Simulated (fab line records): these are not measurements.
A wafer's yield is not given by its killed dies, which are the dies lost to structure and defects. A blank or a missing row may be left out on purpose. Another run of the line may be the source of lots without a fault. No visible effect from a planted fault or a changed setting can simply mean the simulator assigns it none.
Split-lot study :: flow n5Finfet :: 7 lots, 21 wafers read, on a route of 1938 steps

## THE SPLIT
At N5_PASSIVATION_PECVD_35 (deposits SiNx from SiH4/NH3/N2, target thk 700 nm, time 151.3 s), the setting timeS was moved away from the recipe's 151.3 s on 8 of the 21 wafers read, by -10.4% to +14.3%. The other wafers ran this setting at the recipe's value.

The split's own step is where the reading is taken.

## THE READING
SiNx_of_PASSIVATION_PECVD_35.thkNm (the simulator's own value, which no gauge read), in nm, at N5_PASSIVATION_PECVD_35 (deposits SiNx from SiH4/NH3/N2, target thk 700 nm, time 151.3 s). The file does not state a usual value for it. Here, 13 wafers ran the recipe; their average is 701.8 nm with a standard deviation of 11 nm.

wafer: L076.2
tool, chamber at the split: pecvd-03, 1
timeS as run, s: 165
against the recipe: +9.1%
SiNx_of_PASSIVATION_PECVD_35.thkNm, nm: 767
against lot-mates on the recipe: +53.0

wafer: L076.4
tool, chamber at the split: pecvd-03, 1
timeS as run, s: 151.3
against the recipe: recipe
SiNx_of_PASSIVATION_PECVD_35.thkNm, nm: 714
against lot-mates on the recipe: -

wafer: L076.5
tool, chamber at the split: pecvd-03, 2
timeS as run, s: 165
against the recipe: +9.1%
SiNx_of_PASSIVATION_PECVD_35.thkNm, nm: 760.2
against lot-mates on the recipe: +46.2

wafer: L086.1
tool, chamber at the split: pecvd-02, 0
timeS as run, s: 169.6
against the recipe: +12.1%
SiNx_of_PASSIVATION_PECVD_35.thkNm, nm: 771
against lot-mates on the recipe: +61.6

wafer: L086.5
tool, chamber at the split: pecvd-02, 2
timeS as run, s: 151.3
against the recipe: recipe
SiNx_of_PASSIVATION_PECVD_35.thkNm, nm: 709.4
against lot-mates on the recipe: -

wafer: L086.6
tool, chamber at the split: pecvd-02, 0
timeS as run, s: 169.6
against the recipe: +12.1%
SiNx_of_PASSIVATION_PECVD_35.thkNm, nm: 791.8
against lot-mates on the recipe: +82.4

wafer: L085.1
tool, chamber at the split: pecvd-01, 2
timeS as run, s: 151.3
against the recipe: recipe
SiNx_of_PASSIVATION_PECVD_35.thkNm, nm: 713.4
against lot-mates on the recipe: -

wafer: L085.2
tool, chamber at the split: pecvd-01, 1
timeS as run, s: 151.3
against the recipe: recipe
SiNx_of_PASSIVATION_PECVD_35.thkNm, nm: 709
against lot-mates on the recipe: -

wafer: L085.4
tool, chamber at the split: pecvd-01, 2
timeS as run, s: 151.3
against the recipe: recipe
SiNx_of_PASSIVATION_PECVD_35.thkNm, nm: 720.6
against lot-mates on the recipe: -

wafer: L087.1
tool, chamber at the split: pecvd-01, 2
timeS as run, s: 151.3
against the recipe: recipe
SiNx_of_PASSIVATION_PECVD_35.thkNm, nm: 688.8
against lot-mates on the recipe: -

wafer: L087.4
tool, chamber at the split: pecvd-01, 0
timeS as run, s: 135.6
against the recipe: -10.4%
SiNx_of_PASSIVATION_PECVD_35.thkNm, nm: 615.2
against lot-mates on the recipe: -81.2

wafer: L087.6
tool, chamber at the split: pecvd-01, 2
timeS as run, s: 151.3
against the recipe: recipe
SiNx_of_PASSIVATION_PECVD_35.thkNm, nm: 704
against lot-mates on the recipe: -

wafer: L091.2
tool, chamber at the split: pecvd-03, 0
timeS as run, s: 138.1
against the recipe: -8.7%
SiNx_of_PASSIVATION_PECVD_35.thkNm, nm: 632.4
against lot-mates on the recipe: -69.8

wafer: L091.3
tool, chamber at the split: pecvd-03, 2
timeS as run, s: 151.3
against the recipe: recipe
SiNx_of_PASSIVATION_PECVD_35.thkNm, nm: 700
against lot-mates on the recipe: -

wafer: L091.4
tool, chamber at the split: pecvd-03, 1
timeS as run, s: 151.3
against the recipe: recipe
SiNx_of_PASSIVATION_PECVD_35.thkNm, nm: 704.4
against lot-mates on the recipe: -

wafer: L095.1
tool, chamber at the split: pecvd-01, 0
timeS as run, s: 151.3
against the recipe: recipe
SiNx_of_PASSIVATION_PECVD_35.thkNm, nm: 686.2
against lot-mates on the recipe: -

wafer: L095.3
tool, chamber at the split: pecvd-01, 2
timeS as run, s: 151.3
against the recipe: recipe
SiNx_of_PASSIVATION_PECVD_35.thkNm, nm: 686
against lot-mates on the recipe: -

wafer: L095.4
tool, chamber at the split: pecvd-01, 0
timeS as run, s: 173
against the recipe: +14.3%
SiNx_of_PASSIVATION_PECVD_35.thkNm, nm: 790.6
against lot-mates on the recipe: +104.5

wafer: L096.2
tool, chamber at the split: pecvd-02, 1
timeS as run, s: 151.3
against the recipe: recipe
SiNx_of_PASSIVATION_PECVD_35.thkNm, nm: 697.6
against lot-mates on the recipe: -

wafer: L096.3
tool, chamber at the split: pecvd-02, 0
timeS as run, s: 151.3
against the recipe: recipe
SiNx_of_PASSIVATION_PECVD_35.thkNm, nm: 689.4
against lot-mates on the recipe: -

wafer: L096.5
tool, chamber at the split: pecvd-02, 0
timeS as run, s: 159
against the recipe: +5.1%
SiNx_of_PASSIVATION_PECVD_35.thkNm, nm: 736.6
against lot-mates on the recipe: +43.1

FIT RESULTS
A straight line over all 21 wafers: SiNx_of_PASSIVATION_PECVD_35.thkNm changes by +6.99 nm for each +1% of timeS; r = +0.97; the points scatter about the line by 11 nm.
The same after taking each lot's own level away (the mean of its wafers on the recipe; 21 wafers): +6.78 nm for each +1%; r = +0.98; scatter 7.9 nm.
The reading moves by 97 nm for the largest change in timeS, on that fit.
The span of the lots' own levels, 686.10 to 714.33 nm, comes to 2.5 times the standard deviation stated above.
The two slopes are in agreement: the lot-to-lot level therefore moves the slope only a little.
Check: for one of the wafers moved furthest among these (+14.3%), held out of the fit, the line's prediction against its lot-mates is +91.8 nm. Against them it came out at +104 nm.

## THE WHOLE CHAIN: every reading that the file lists as answering this split, in the file's order
step: N5_PASSIVATION_PECVD_35
what it does: deposits SiNx from SiH4/NH3/N2, target thk 700 nm, time 151.3 s
reading: SiNx_of_PASSIVATION_PECVD_35.thkNm (the simulator's own value, which no gauge read)
change (the file's fit): +6.97 nm for each +1% of the setting
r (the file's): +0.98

step: N5_PASSIVATION_PROBE_49
what it does: 
reading: killedAtOther
change (the file's fit): not straight: 6 at the lowest setting, 5 at the recipe, 349 at the highest
r (the file's): not given

## THE FILE'S OWN FIT
SiNx_of_PASSIVATION_PECVD_35.thkNm changes by +6.97 nm for each +1% of timeS, r = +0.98.
